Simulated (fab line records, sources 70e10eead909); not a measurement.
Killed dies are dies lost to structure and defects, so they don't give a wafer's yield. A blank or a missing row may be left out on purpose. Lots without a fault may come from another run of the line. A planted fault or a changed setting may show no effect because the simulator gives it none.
Chamber matching | flow nand_harc | NHARC_P_GATE_DEP_103 on pecvd-01: 3 sister chambers
The step deposits SiON, target thk 30 nm. 6 wafers are shown with their chamber, then 8 later ones without.

WAFERS WITH THEIR CHAMBER
wafer  | chamber | heater_power_w (W)
L667.3 | 0       | 736
L668.6 | 2       | 757
L669.1 | 1       | 647
L669.2 | 0       | 748
L669.5 | 1       | 647
L678.2 | 2       | 682

WAFERS WITHOUT THEIR CHAMBER
wafer  | heater_power_w (W)
L678.3 | 576
L678.6 | 716
L677.4 | 795
L677.5 | 571
L677.6 | 750
L682.2 | 575
L682.5 | 730
L682.6 | 791

WHICH CHAMBER EACH WENT THROUGH
wafer  | from the rows above     | in truth
L678.3 | 1                       | 1
L678.6 | can't be placed: 2 or 0 | 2
L677.4 | can't be placed: 0 or 2 | 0
L677.5 | 1                       | 1
L677.6 | can't be placed: 0 or 2 | 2
L682.2 | 1                       | 1
L682.5 | can't be placed: 2 or 0 | 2
L682.6 | can't be placed: 0 or 2 | 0
Placed correctly: 3 of 8. Can't be placed from these rows: 5 (the true chamber is among the candidates in 5). Placed wrongly: 0.
How it was worked out, from the rows above alone: a wafer's distance from a chamber is the root of the sum, over the readings, of the square of ((its reading less the chamber's mean) divided by the reading's scatter). The wafer belongs to the nearest chamber; if the next one is less than 2 further off, it can't be placed. A chamber's mean is the mean of its shown wafers. The scatter: the root of (the sum of the squares of (reading less its chamber's mean) over the shown wafers, divided by (wafers less chambers)).
